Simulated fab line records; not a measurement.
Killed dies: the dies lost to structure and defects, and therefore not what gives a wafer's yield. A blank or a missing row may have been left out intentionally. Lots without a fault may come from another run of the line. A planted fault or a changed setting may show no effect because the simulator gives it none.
Split-lot experiment | flow n5 finfet | 7 lots, 39 wafers read, on a route of 1938 steps

## ON THE SPLIT
At N5_DUMMY_GATE_CVD_03 (deposits a-Si from SiH4, target thk 150 nm, time 8042 s), the setting temp c was moved away from the recipe's 530 C on 30 of the 39 wafers read, by -4.7% to +1.5%. The other wafers ran this setting at the recipe's value.

Reading taken at the split's own step.

## THE READING
a-Si_of_DUMMY_GATE_CVD_03.thk nm (the simulator's own value, which no gauge read), in nm, at N5_DUMMY_GATE_CVD_03 (deposits a-Si from SiH4, target thk 150 nm, time 8042 s). No usual value for it is given in the file. Here, 9 wafers ran the recipe; their average is 149.6 nm with a standard deviation of 1.1 nm.

wafer  | tool, chamber at the split | temp c as run, C | against the recipe | a-Si_of_DUMMY_GATE_CVD_03.thk nm, nm | against lot-mates on the recipe
L077.1 | -, -                       | 537.8            | +1.5%              | 184.8                                | no lot-mate on the recipe
L077.2 | -, -                       | 537.8            | +1.5%              | 187                                  | no lot-mate on the recipe
L077.3 | -, -                       | 537.8            | +1.5%              | 186.6                                | no lot-mate on the recipe
L077.4 | -, -                       | 537.8            | +1.5%              | 186.4                                | no lot-mate on the recipe
L077.5 | -, -                       | 537.8            | +1.5%              | 185.8                                | no lot-mate on the recipe
L077.6 | -, -                       | 537.8            | +1.5%              | 186.2                                | no lot-mate on the recipe
L078.1 | lpcvd-02, 1/90             | 530              | recipe             | 150.2                                | -
L078.2 | lpcvd-02, 1/95             | 530              | recipe             | 149.8                                | -
L078.4 | lpcvd-02, 1/104            | 530              | recipe             | 151                                  | -
L083.1 | -, -                       | 512.4            | -3.3%              | 91.2                                 | no lot-mate on the recipe
L083.2 | -, -                       | 512.4            | -3.3%              | 90                                   | no lot-mate on the recipe
L083.6 | -, -                       | 512.4            | -3.3%              | 90                                   | no lot-mate on the recipe
L083.3 | -, -                       | 512.4            | -3.3%              | 90.4                                 | no lot-mate on the recipe
L083.4 | -, -                       | 512.4            | -3.3%              | 90.4                                 | no lot-mate on the recipe
L083.5 | -, -                       | 512.4            | -3.3%              | 91.8                                 | no lot-mate on the recipe
L084.1 | -, -                       | 505.2            | -4.7%              | 70.6                                 | no lot-mate on the recipe
L084.2 | -, -                       | 505.2            | -4.7%              | 71                                   | no lot-mate on the recipe
L084.3 | -, -                       | 505.2            | -4.7%              | 71                                   | no lot-mate on the recipe
L084.4 | -, -                       | 505.2            | -4.7%              | 69.8                                 | no lot-mate on the recipe
L084.5 | -, -                       | 505.2            | -4.7%              | 70.2                                 | no lot-mate on the recipe
L084.6 | -, -                       | 505.2            | -4.7%              | 71.6                                 | no lot-mate on the recipe
L089.1 | -, -                       | 509.1            | -3.9%              | 82                                   | no lot-mate on the recipe
L089.3 | -, -                       | 509.1            | -3.9%              | 82                                   | no lot-mate on the recipe
L089.2 | -, -                       | 509.1            | -3.9%              | 82.2                                 | no lot-mate on the recipe
L089.4 | -, -                       | 509.1            | -3.9%              | 82.4                                 | no lot-mate on the recipe
L089.5 | -, -                       | 509.1            | -3.9%              | 81.4                                 | no lot-mate on the recipe
L089.6 | -, -                       | 509.1            | -3.9%              | 81.2                                 | no lot-mate on the recipe
L090.1 | -, -                       | 519.8            | -1.9%              | 107.8                                | no lot-mate on the recipe
L090.2 | -, -                       | 519.8            | -1.9%              | 108.4                                | no lot-mate on the recipe
L090.3 | -, -                       | 519.8            | -1.9%              | 108.6                                | no lot-mate on the recipe
L090.5 | -, -                       | 519.8            | -1.9%              | 108.6                                | no lot-mate on the recipe
L090.4 | -, -                       | 519.8            | -1.9%              | 108.2                                | no lot-mate on the recipe
L090.6 | -, -                       | 519.8            | -1.9%              | 108                                  | no lot-mate on the recipe
L093.1 | -, -                       | 530              | recipe             | 149.6                                | -
L093.2 | -, -                       | 530              | recipe             | 150.2                                | -
L093.3 | -, -                       | 530              | recipe             | 148.2                                | -
L093.4 | -, -                       | 530              | recipe             | 147.6                                | -
L093.5 | -, -                       | 530              | recipe             | 148.8                                | -
L093.6 | -, -                       | 530              | recipe             | 150.6                                | -

THE FIT
A straight line over all 39 wafers: a-Si_of_DUMMY_GATE_CVD_03.thk nm changes by +18.4 nm for each +1% of temp c; r = +0.99; the points scatter about the line by 5.1 nm.
Too few moved wafers have a lot-mate on the recipe to fit a line with each lot's own level taken away.

## THE FILE'S OWN FIT
a-Si_of_DUMMY_GATE_CVD_03.thk nm changes by +18.4 nm for each +1% of temp c, r = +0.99.
